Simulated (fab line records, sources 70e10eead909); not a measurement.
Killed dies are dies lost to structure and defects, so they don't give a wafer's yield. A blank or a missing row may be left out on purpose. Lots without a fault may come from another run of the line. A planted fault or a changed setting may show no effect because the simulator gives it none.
fab line records | flow nand_harc
record lots=7 wafers=18 last_day=34
route steps=1302 shown A_CONTACT@1071 END@1302
lots that met no fault: from a run of the same line without faults
start_h: hours from the record's first day to the start of the lot's first wafer shown | wait_h: hours since the lot's step before | " the same as in the row above | L1.1+2: a row that stands for several wafers | - no value, or no start given | * or withheld: withheld | < > ~ a bound
route shown NAME@n: a module of which the file shows steps, and the number in the route of the first | usual: mean/standard deviation of fault-free wafers | same: alike in all rows | chamber/n: place in a boat | sites: the reading at each site | _std_site: their standard deviation | _edge_site: outer sites' mean less inner sites' | radius_mm: how far each site lies from the wafer's centre | mask NAME#n: copy n | behind: the tool/chamber that last shaped the wafer | hold: why the lot was held/for how many hours/how that ended | device: the transistor (n, p or np) that didn't switch | end of line: the same wafers' tests at the end of the route | a step without rows: its recipe alone | killed: dies lost to structure and defects at the first sort, not the wafer's yield | map: a wafer's dies, x killed, . not, _ none there
set.NAME: the setting as run; set.NAME@STEP: as run at that earlier step | model.NAME: the simulator's own value behind a step, which no gauge read
lots at some steps of the route; a table a step, a row a wafer
services: from which hour (start_h, from the record's first day; less than 0 if before it) a tool's chamber was out of use, for how many hours, and why
## steps
# step NHARC_A_CONTACT_COAT_87
# recipe temp_c=225 time_s=65
# step NHARC_A_CONTACT_COAT_02
# recipe spin_rpm=1500 resist_thk_nm=90
# step NHARC_A_CONTACT_SOFTBAKE_03
# recipe temp_c=105 time_s=55
# step NHARC_A_CONTACT_EBR_04
# step NHARC_A_CONTACT_EXPOSE_05
# recipe na=1.35 sigma_outer=0.8 dose_mj=84.24 mask_id=A_CC
# step NHARC_A_CONTACT_PEB_06
# recipe peb_temp_c=100 peb_time_s=65
# step NHARC_A_CONTACT_DEVELOP_07
# recipe develop_time_s=35 dev_temp_c=23
# step NHARC_A_CONTACT_CD_MEAS_08
# recipe target_cd_nm=200 landing_energy_ev=500
# usual cd_nm=200.0/0.39
# columns lot.wafer tool chamber start_h wait_h cd_nm
L957.1 cd_sem-02 0 523.72 - 199.9
L957.2 " 0 " " 200.2
L957.5 " 0 " " 200.0
L968.3 cd_sem-02 0 638.96 - 200.4
L968.6 " 0 " " 200.3
L971.3 cd_sem-02 0 654.27 - 200.0
L971.6 " 0 " " 200.3
L972.1 cd_sem-03 0 656.24 - 199.8
L972.6 " 0 " " 199.7
L978.2 cd_sem-03 0 731.48 - 199.5
L978.4 " 0 " " 200.3
L978.6 " 0 " " 199.7
L979.1 cd_sem-01 0 751.52 - 199.1
L979.3 " 0 " " 199.5
L979.4 " 0 " " 200.4
L980.2 cd_sem-01 0 753.08 - 200.5
L980.3 " 0 " " 200.2
L980.6 " 0 " " 200.5
# step NHARC_A_CONTACT_OVL_MEAS_09
# usual overlay_x_nm=0.1/0.99 overlay_y_nm=-0.1/0.62
# columns lot.wafer tool chamber start_h wait_h overlay_x_nm overlay_y_nm
L957.1 overlay-01 - 523.81 - -0.7 -0.6
L957.2 " - " " -0.3 -0.8
L957.5 " - " " -0.6 -0.6
L968.3 overlay-02 - 639.04 - -0.9 0.4
L968.6 " - " " -0.3 0.1
L971.3 overlay-01 - 654.36 - 0.3 0.8
L971.6 " - " " 0.8 0.5
L972.1 overlay-01 - 656.33 - 0.0 0.6
L972.6 " - " " 0.8 0.9
L978.2 overlay-01 - 731.57 - 1.3 -0.5
L978.4 " - " " 1.5 -1.1
L978.6 " - " " 1.1 -0.9
L979.1 overlay-02 - 751.61 - 1.6 -0.5
L979.3 " - " " 1.3 -0.2
L979.4 " - " " 1.5 -0.2
L980.2 overlay-02 - 753.17 - -0.6 1.0
L980.3 " - " " -0.1 0.8
L980.6 " - " " -1.1 0.9
# step NHARC_A_CONTACT_INSPECT_10
# usual raw_defect_count=89/43
# columns lot.wafer tool chamber start_h wait_h raw_defect_count
L957.1 defect_inspect-01 - 523.85 0.0 107
L957.2 " - " " 89
L957.5 " - " " 106
L968.3 defect_inspect-01 - 639.08 0.0 18
L968.6 " - " " 16
L971.3 defect_inspect-02 - 654.39 0.0 138
L971.6 " - " " 141
L972.1 defect_inspect-02 - 656.36 0.0 19
L972.6 " - " " 21
L978.2 defect_inspect-02 - 731.61 0.0 21
L978.4 " - " " 24
L978.6 " - " " 25
L979.1 defect_inspect-01 - 751.65 0.0 26
L979.3 " - " " 26
L979.4 " - " " 33
L980.2 defect_inspect-01 - 753.20 0.0 141
L980.3 " - " " 109
L980.6 " - " " 141
# step NHARC_A_CONTACT_DESCUM_13
# recipe time_s=3 o2_flow_sccm=200 ar_flow_sccm=0 bias_power_w=0 chemistry=O2
# usual drypump_motor_current_A=6.0/0.36 oes_product_au=1.000/0.0076 rf_vpp_V=57.6/0.89 showerhead_plenum_p_Torr=1.89/0.09 throttle_valve_pct=11.310/0.0089
# same time_s=3
# columns lot.wafer tool chamber start_h wait_h drypump_motor_current_A oes_product_au rf_hours_counter_h rf_vpp_V showerhead_plenum_p_Torr throttle_valve_pct
L957.1 rie_diel-04 1 523.91 0.1 6.8 1.001 56 56.8 1.96 11.326
L957.2 " 0 " " 6.0 0.996 64 59.2 1.77 11.303
L957.5 " 2 " " 6.3 1.012 - 56.8 1.84 11.314
L968.3 rie_diel-09 0 639.14 0.1 5.6 0.994 19 57.2 1.82 11.306
L968.6 " 1 " " 6.5 1.004 - 57.0 1.86 11.306
L971.3 rie_diel-09 1 654.48 0.1 6.4 1.010 24 57.8 1.86 11.313
L971.6 " 2 " " 5.9 1.001 - 56.7 1.79 11.333
L972.1 rie_diel-09 0 656.42 0.1 5.5 0.993 23 57.0 1.82 11.317
L972.6 " 1 " " 6.5 0.998 - 57.6 1.86 11.334
L978.2 rie_diel-04 0 731.67 0.1 6.0 1.007 7 58.2 2.05 11.306
L978.4 " 2 " " 6.3 1.003 6 57.1 1.81 11.321
L978.6 " 1 " " 6.8 1.005 - 59.3 1.94 11.300
L979.4 rie_diel-09 3 751.72 0.1 5.8 0.995 11 59.2 2.01 11.311
L979.1 " 0 " " 5.6 0.997 11 57.4 1.81 11.321
L979.3 " 1 " " 6.5 0.998 11 56.9 1.85 11.300
L980.3 rie_diel-09 1 753.26 0.1 6.4 1.004 11 58.3 1.85 11.312
L980.2 " 0 " " 5.5 1.000 11 57.7 1.81 11.306
L980.6 " 1 " " 6.5 1.003 - 57.5 1.85 11.313
# step NHARC_A_CONTACT_ETCH_88
# recipe target_depth_a=390 over_etch_frac=0.3 time_s=65 ion_energy_ev=80 cf4_flow_sccm=150 ar_flow_sccm=0 rf_w=300 bias_w=100 chemistry=CF4
# usual drypump_motor_current_A=6.0/0.36 oes_product_au=1.000/0.0071 rf_vpp_V=151.0/1.3 showerhead_plenum_p_Torr=1.74/0.075 throttle_valve_pct=13.286/0.009
# same time_s=65
# columns lot.wafer tool chamber start_h wait_h drypump_motor_current_A oes_product_au rf_hours_counter_h rf_vpp_V showerhead_plenum_p_Torr throttle_valve_pct
L957.2 rie_diel-04 1 524.01 0.1 6.7 1.005 56 153.2 1.81 13.276
L957.1 " 2 " " 6.3 1.007 53 151.0 1.70 13.270
L957.5 " 3 " " 6.0 1.009 - 151.1 1.72 13.289
L968.3 rie_diel-09 2 639.23 0.1 5.8 1.006 23 148.2 1.67 13.293
L968.6 " 2 " " 5.8 0.997 - 149.7 1.67 13.269
L971.3 rie_diel-09 2 654.56 0.1 5.8 0.996 27 150.0 1.67 13.283
L971.6 " 0 " " 5.5 1.000 - 149.2 1.69 13.281
L972.1 rie_diel-09 3 656.51 0.1 5.9 1.000 25 152.7 1.85 13.301
L972.6 " 0 " " 5.6 1.011 - 149.4 1.69 13.288
L978.2 rie_diel-04 0 731.76 0.1 6.1 1.004 7 152.4 1.89 13.278
L978.4 " 2 " " 6.3 0.997 6 149.2 1.68 13.296
L978.6 " 3 " " 6.0 1.003 - 150.7 1.70 13.284
L979.4 rie_diel-09 2 751.80 0.1 5.8 0.998 11 149.5 1.66 13.303
L979.1 " 3 " " 5.8 1.004 11 153.4 1.85 13.274
L979.3 " 0 " " 5.5 1.002 11 149.1 1.68 13.272
L980.3 rie_diel-09 0 753.35 0.1 5.6 1.002 11 151.0 1.68 13.279
L980.2 " 1 " " 6.4 1.001 11 149.8 1.72 13.280
L980.6 " 0 " " 5.5 0.993 - 150.5 1.68 13.295
# step NHARC_A_CONTACT_ETCH_89
# recipe target_depth_a=2600 over_etch_frac=0.3 time_s=475.3 ion_energy_ev=200 n2_flow_sccm=150 h2_flow_sccm=150 ar_flow_sccm=0 rf_w=400 bias_w=150 chemistry=N2/H2
# usual drypump_motor_current_A=6.0/0.39 oes_product_au=1.001/0.0077 rf_vpp_V=429.6/2.8 showerhead_plenum_p_Torr=2.01/0.096 throttle_valve_pct=14.172/0.0089
# same time_s=475.3
# columns lot.wafer tool chamber start_h wait_h drypump_motor_current_A oes_product_au rf_hours_counter_h rf_vpp_V showerhead_plenum_p_Torr throttle_valve_pct
L957.2 rie_diel-04 1 524.12 - 6.7 1.002 57 431.2 2.09 14.179
L957.1 " 3 " " 6.0 0.997 56 427.6 1.97 14.157
L957.5 " 1 " " 6.7 1.007 - 431.4 2.09 14.174
L968.3 rie_diel-09 3 639.31 - 5.9 1.004 20 435.7 2.15 14.158
L968.6 " 0 " " 5.5 0.831 - 427.4 1.94 14.172
L971.3 rie_diel-09 3 654.66 - 5.9 1.006 25 432.4 2.15 14.171
L971.6 " 2 " " 5.9 0.839 - 427.8 1.91 14.171
L972.1 rie_diel-09 0 656.70 - 5.5 0.835 23 427.1 1.93 14.178
L972.6 " 2 " " 5.8 0.844 - 427.6 1.91 14.161
L978.2 rie_diel-04 1 731.88 - 6.8 1.004 8 431.0 2.07 14.166
L978.4 " 2 " " 6.3 1.011 6 426.5 1.93 14.171
L978.6 " 2 " " 6.3 1.007 - 427.3 1.93 14.189
L979.3 rie_diel-09 2 751.88 - 5.9 0.999 11 427.5 1.90 14.177
L979.4 " 0 " " 5.5 0.982 11 428.4 1.93 14.158
L979.1 " 1 " " 6.6 0.998 11 428.0 1.97 14.181
L980.2 rie_diel-09 2 753.51 - 5.9 0.986 12 426.1 1.90 14.173
L980.3 " 3 " " 5.9 1.004 12 433.0 2.15 14.184
L980.6 " 0 " " 5.6 1.003 - 428.6 1.93 14.181
# step NHARC_A_CONTACT_ETCH_30
# recipe target_depth_a=726 time_s=36.3 cf4_flow_sccm=100 chf3_flow_sccm=30 ar_flow_sccm=0 rf_w=500 bias_w=200 chemistry=CF4/CHF3
# usual drypump_motor_current_A=6.0/0.37 oes_product_au=0.943/0.024 rf_vpp_V=369.8/2.5 showerhead_plenum_p_Torr=1.55/0.068 throttle_valve_pct=16.803/0.0098
# same time_s=36.3
# columns lot.wafer tool chamber start_h wait_h drypump_motor_current_A oes_product_au rf_hours_counter_h rf_vpp_V showerhead_plenum_p_Torr throttle_valve_pct
L957.2 rie_diel-04 2 - - 6.3 0.963 53 366.6 1.51 16.823
L957.1 " 3 " " 6.0 0.978 56 369.4 1.53 16.792
L957.5 " 3 " " 6.0 0.985 - 369.0 1.52 16.818
L968.3 rie_diel-09 1 - - 6.5 0.929 21 370.9 1.53 16.807
L968.6 " 3 " " 5.9 0.939 - 372.4 1.65 16.805
L971.3 rie_diel-09 1 - - 6.5 0.924 24 369.6 1.53 16.798
L971.6 " 0 " " 5.6 0.923 - 367.3 1.50 16.822
L972.1 rie_diel-09 2 - - 5.8 0.914 28 366.7 1.48 16.805
L972.6 " 1 " " 6.5 0.929 - 370.0 1.53 16.800
L978.4 rie_diel-04 1 - - 6.7 0.951 8 372.2 1.59 16.809
L978.2 " 3 " " 6.0 0.961 6 367.9 1.51 16.808
L978.6 " 1 " " 6.7 0.953 - 371.4 1.59 16.795
L979.3 rie_diel-09 0 - - 5.6 0.978 11 367.3 1.50 16.816
L979.4 " 1 " " 6.5 0.986 11 369.5 1.53 16.789
L979.1 " 3 " " 5.9 0.965 11 373.6 1.65 16.815
L980.2 rie_diel-09 0 - - 5.6 0.978 12 368.2 1.50 16.796
L980.3 " 1 " " 6.4 0.963 12 369.8 1.53 16.808
L980.6 " 1 " " 6.3 0.963 - 370.1 1.53 16.793
# step NHARC_END_SORT_01
# recipe temp_c=25
# usual killed_at_array=53/21 killed_at_other=1.0/1.3 killed_at_periphery=3.8/2.4 killed_dies=58/21 killed_open=3.4/1.9 killed_short=2.4/1.5
# same gross_dies=677
# columns lot.wafer tool chamber start_h wait_h killed_at_array killed_at_other killed_at_periphery killed_dies killed_open killed_short
L957.1 prober-02 0 582.82 2.5 71 2 1 74 6 3
L957.2 prober-02 0 583.63 2.8 65 3 4 72 4 1
L957.5 prober-02 0 586.03 3.7 74 4 4 82 9 4
L968.3 prober-01 0 693.12 3.1 22 0 1 23 4 0
L968.6 prober-01 0 695.51 4.0 248 0 1 249 1 2
L971.3 prober-02 0 713.14 3.1 83 0 2 85 5 1
L971.6 prober-02 0 715.53 4.0 304 0 1 305 2 2
L972.1 prober-01 0 719.26 2.5 277 0 2 279 2 1
L972.6 prober-01 0 723.31 4.0 285 1 4 290 1 2
L978.2 prober-01 0 792.29 2.8 22 1 6 29 2 1
L978.4 prober-01 0 793.92 3.5 24 0 8 32 2 4
L978.6 prober-01 0 795.55 4.1 32 0 3 35 4 5
L979.1 prober-02 0 804.97 2.5 28 0 3 31 4 2
L979.3 prober-02 0 806.55 3.1 21 1 3 25 3 1
L979.4 prober-02 0 807.33 3.4 36 0 5 41 1 2
L980.2 prober-01 0 805.85 2.9 62 1 4 67 2 4
L980.3 prober-01 0 806.65 3.2 57 0 4 61 4 0
L980.6 prober-01 0 809.07 4.0 70 0 1 71 4 3
# killed by level:class
L957.1 A_CHANNEL_HOLE_D2:chamber_film_flake=37 A_SLIT:chamber_film_flake=16 A_CHANNEL_HOLE_D1:chamber_film_flake=3 A_CONTACT:chamber_film_flake=3 A_ZERO_WELL:chamber_film_flake=2 A_DECK1_JOINT:chamber_film_flake=2 THIN_TSV:chamber_film_flake=2 P_CONTACT:geometric_particle:short=1
L957.2 A_CHANNEL_HOLE_D2:chamber_film_flake=36 A_SLIT:chamber_film_flake=15 A_CONTACT:chamber_film_flake=5 A_ZERO_WELL:chamber_film_flake=4 THIN_TSV:chamber_film_flake=3 P_ZERO_WELL:geometric_particle:open=1 P_M0:geometric_particle:open=1 P_M1:geometric_particle:open=1
L957.5 A_CHANNEL_HOLE_D2:chamber_film_flake=36 A_SLIT:chamber_film_flake=19 A_DECK1_JOINT:chamber_film_flake=4 THIN_TSV:chamber_film_flake=4 A_ZERO_WELL:chamber_film_flake=3 A_ONON_D2:geometric_particle:short=2 A_BLC:geometric_particle:open=2 A_STAIRCASE:chamber_film_flake=2
L968.3 A_STAIRCASE:chamber_film_flake=4 A_CONTACT:chamber_film_flake=4 A_SLIT:chamber_film_flake=3 A_CHANNEL_HOLE_D1:chamber_film_flake=3 A_ZERO_WELL:chamber_film_flake=2 A_CHANNEL_FILL_D2:chamber_film_flake=2 P_GATE:geometric_particle:open=1 A_ONON_D1:geometric_particle:open=1
L968.6 A_CONTACT:area_etch=230 A_CONTACT:chamber_film_flake=6 A_CHANNEL_HOLE_D1:chamber_film_flake=4 A_SLIT:chamber_film_flake=2 A_CHANNEL_HOLE_D1:geometric_particle:short=1 A_CHANNEL_FILL_D1:geometric_particle:short=1 A_CONTACT:geometric_particle:open=1 P_GATE:chamber_film_flake=1
L971.3 A_CHANNEL_HOLE_D1:chamber_film_flake=35 A_SLIT:chamber_film_flake=22 A_CHANNEL_HOLE_D2:chamber_film_flake=16 A_BONDPAD:chamber_film_flake=2 P_M0:geometric_particle:open=1 A_SOURCE_PLATE:geometric_particle:open=1 A_SGD_CUT:geometric_particle:short=1 A_SGD_CUT:geometric_particle:open=1
L971.6 A_CONTACT:area_etch=234 A_CHANNEL_HOLE_D1:chamber_film_flake=33 A_SLIT:chamber_film_flake=19 A_CHANNEL_HOLE_D2:chamber_film_flake=10 A_STAIRCASE:chamber_film_flake=2 A_BONDPAD:chamber_film_flake=2 P_CONTACT:geometric_particle:open=1 A_CHANNEL_FILL_D1:geometric_particle:short=1
L972.1 A_CONTACT:area_etch=257 A_CHANNEL_HOLE_D1:chamber_film_flake=5 A_SLIT:chamber_film_flake=4 A_STAIRCASE:chamber_film_flake=3 A_WL_FILL:chamber_film_flake=2 A_ONON_D2:geometric_particle:open=1 A_WL_FILL:geometric_particle:short=1 A_WL_FILL:geometric_particle:open=1
L972.6 A_CONTACT:area_etch=267 A_CHANNEL_HOLE_D1:chamber_film_flake=8 A_WL_FILL:chamber_film_flake=3 A_CHANNEL_FILL_D1:chamber_film_flake=2 P_ZERO_WELL:chamber_film_flake=2 A_STAIRCASE:chamber_film_flake=2 P_M1:geometric_particle:open=1 P_M2:geometric_particle:short=1
L978.2 A_SLIT:chamber_film_flake=8 A_CHANNEL_HOLE_D1:unspecified=6 A_CONTACT:chamber_film_flake=4 P_CONTACT:chamber_film_flake=2 P_BONDPAD:geometric_particle:open=1 A_CHANNEL_FILL_D1:geometric_particle:open=1 A_WL_FILL:geometric_particle:short=1 P_ZERO_WELL:chamber_film_flake=1
L978.4 A_SLIT:chamber_film_flake=8 A_CHANNEL_HOLE_D2:chamber_film_flake=4 A_CHANNEL_FILL_D1:chamber_film_flake=3 P_M0:chamber_film_flake=2 A_CHANNEL_HOLE_D1:unspecified=2 P_CONTACT:geometric_particle:short=1 P_M0:geometric_particle:open=1 A_ONON_D1:geometric_particle:short=1
L978.6 A_SLIT:chamber_film_flake=9 A_CONTACT:chamber_film_flake=5 A_CHANNEL_FILL_D2:geometric_particle:short=2 A_CHANNEL_FILL_D2:geometric_particle:open=2 P_ZERO_WELL:chamber_film_flake=2 A_CHANNEL_HOLE_D1:chamber_film_flake=2 A_CHANNEL_FILL_D1:chamber_film_flake=2 A_CHANNEL_HOLE_D2:chamber_film_flake=2
L979.1 A_CONTACT:chamber_film_flake=15 A_SLIT:chamber_film_flake=7 A_ONON_D2:geometric_particle:open=2 A_WL_FILL:chamber_film_flake=2 P_STI:geometric_particle:short=1 P_GATE:geometric_particle:open=1 A_WL_FILL:geometric_particle:short=1 A_CONTACT:geometric_particle:open=1
L980.2 A_CHANNEL_HOLE_D2:chamber_film_flake=21 A_SLIT:chamber_film_flake=19 A_CHANNEL_HOLE_D1:chamber_film_flake=10 A_CONTACT:chamber_film_flake=8 P_STI:geometric_particle:short=1 P_M0:geometric_particle:open=1 P_M0:geometric_particle:short=1 A_ONON_D1:geometric_particle:open=1
L979.3 A_SLIT:chamber_film_flake=8 A_CONTACT:chamber_film_flake=5 A_CHANNEL_HOLE_D2:chamber_film_flake=4 P_ZERO_WELL:geometric_particle:open=1 A_ONON_D2:geometric_particle:open=1 A_CONTACT:geometric_particle:open=1 STARTING-WAFER:geometric_particle:short=1 P_STI:chamber_film_flake=1
L980.3 A_SLIT:chamber_film_flake=25 A_CHANNEL_HOLE_D2:chamber_film_flake=14 A_CHANNEL_HOLE_D1:chamber_film_flake=8 P_M1:chamber_film_flake=4 A_CONTACT:chamber_film_flake=4 A_STAIRCASE:chamber_film_flake=2 A_CHANNEL_FILL_D1:geometric_particle:open=1 A_ONON_D2:geometric_particle:open=1
L979.4 A_SLIT:chamber_film_flake=12 A_CONTACT:chamber_film_flake=10 A_STAIRCASE:chamber_film_flake=3 A_SOURCE_PLATE:geometric_particle:short=2 P_M1:chamber_film_flake=2 A_CHANNEL_FILL_D1:chamber_film_flake=2 A_DECK1_JOINT:chamber_film_flake=2 A_CHANNEL_HOLE_D2:chamber_film_flake=2
L980.6 A_SLIT:chamber_film_flake=25 A_CHANNEL_HOLE_D2:chamber_film_flake=21 A_CHANNEL_HOLE_D1:chamber_film_flake=10 A_CONTACT:chamber_film_flake=5 A_ONON_D2:geometric_particle:short=2 A_DECK1_JOINT:chamber_film_flake=2 A_ONON_D1:geometric_particle:short=1 A_CHANNEL_FILL_D1:geometric_particle:open=1
# map L968.6 (x killed, . not)
____________.____________
_________x...xx._________
_______.....x.x.xx_______
______.x.x......x..______
_____x...x..x.x..x.._____
____.xx..x.x.xxx...xx____
____xx.x.........x.xx____
___.........xx..xx..xx___
___x.............xxxxx___
__x.............x...xx.__
__.x..............xx..x__
_..x.x...x............xx_
_xx...x...x....x...xxx.x_
_x................xxxx.x_
_..........x.x.....x.xxx_
_.x..x....x.....x......x_
x.x................x.xx.x
..x.x....xxx..x.....x..xx
x......x.....x......xxxxx
..x..x.x....x....xx.xx.x.
..........x.......xx..xxx
_.x.................x.xx_
_.....x.x...x..........x_
_....x......x....x.xxxx._
_...xx...x......x...xxxx_
_x.x..x...x......xxxxx.._
__xx.xx........x.xx.xxx__
__xx..x......xx...x.xxx__
___..xx..x....xxx..xx.___
___xxx.x.....x..xxxxxx___
____xxx..x..xx..xxxx.____
____x.xx.xx.xx..xx.xx____
_____xx.xxxx.x.x.x.x_____
______xxxxx.xxxxxxx______
_______xxx.xxx.xxx_______
_________xxxxxxx_________
____________x____________
# map L971.6 (x killed, . not)
____________x____________
_________xxxxxxx_________
_______xxxxxxxxxxx_______
______xxxxxxxxxxxxx______
_____xxxxx..xxxxxx.x_____
____x..x...x.xx.xx...____
____xxxxxx.x.xx.x.x..____
___xxxx......xxxxxxxxx___
___xx.x....x.x.......x___
__..x.x.x...x...x.xxxxx__
__xx.xxx.x........x..x.__
_x.xx..x.x........xx..xx_
_xxxx.x.xx.x.x.......x.x_
_xxxx.x.x.x............x_
_xx.xxxx.xx.x..........._
_xxx.xxxxxx...x.......xx_
xxx..xxxx.x..........x.xx
xxx..xx.xx...........x.xx
x.xx.xxx...xx........x.xx
.xx..xxxx...............x
xxxx...x.............xxxx
_xx..x.................._
_x.x..................xx_
_...x..x...............x_
_xx.xx...x.........x...x_
_xxx..x..x...x.x...x...x_
__xxx.x.....x.......xxx__
__xxxx.xx............xx__
___xx.......xx......xx___
___xxxx...xxx....x.xx.___
____x..x...x..x.xxxxx____
____xx.x...x..x..x.xx____
_____xxx...xx.xxx.xx_____
______.x.xx..x.x.xx______
_______.xxxxxxx.xx_______
_________xxxxxxx_________
____________x____________
## services
# columns tool chamber start_h hours kind
rie_diel-09 0 506.10 - clean
rie_diel-09 1 506.10 - clean
rie_diel-09 2 506.10 - clean
rie_diel-09 3 506.10 - clean
rie_diel-09 0 530.60 - clean
rie_diel-09 1 530.60 - clean
rie_diel-09 2 530.60 - clean
rie_diel-09 3 530.60 - clean
rie_diel-04 - 533.09 9.0 pm
rie_diel-09 0 555.10 - clean
rie_diel-09 1 555.10 - clean
rie_diel-09 2 555.10 - clean
rie_diel-09 3 555.10 - clean
rie_diel-09 0 579.60 - clean
rie_diel-09 1 579.60 - clean
rie_diel-09 2 579.60 - clean
rie_diel-09 3 579.60 - clean
rie_diel-09 0 604.10 - clean
rie_diel-04 - 611.73 0.7 repair
rie_diel-09 1 624.67 4.9 repair
rie_diel-09 - 662.10 3.7 repair
rie_diel-09 - 674.10 9.0 pm
rie_diel-04 1 704.74 2.4 repair
rie_diel-04 - 710.09 9.0 pm
## key
first_sign step=NHARC_A_CONTACT_ETCH_89 reading=oes_product_au direction=down sigmas=21 usual=1.001 struck=0.837
effect step=NHARC_END_SORT_01 reading=killed_at_array direction=up sigmas=11 usual=53 struck=278
more_kills_born_at NHARC_A_CONTACT_ETCH_89@rie_diel-09=988
met_at NHARC_A_CONTACT_ETCH_89
struck_wafers L968.6,L971.6,L972.1,L972.6
tester_left_out L968,L971,L972
fault kind=process_parameter_drift tool=rie_diel-09 chamber=- onset_h=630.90 steps=NHARC_A_CONTACT_ETCH_89 channel=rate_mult offset=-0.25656 shape=step end_h=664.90 scope=struck_wafers_only
# tester_left_out: of these lots the tester's yield and bins aren't shown, on N5 and GAA mostly nor the transistor test; their killed dies are dies lost to structure and defects alone, not to doping, threshold or leakage, so they don't give the yield
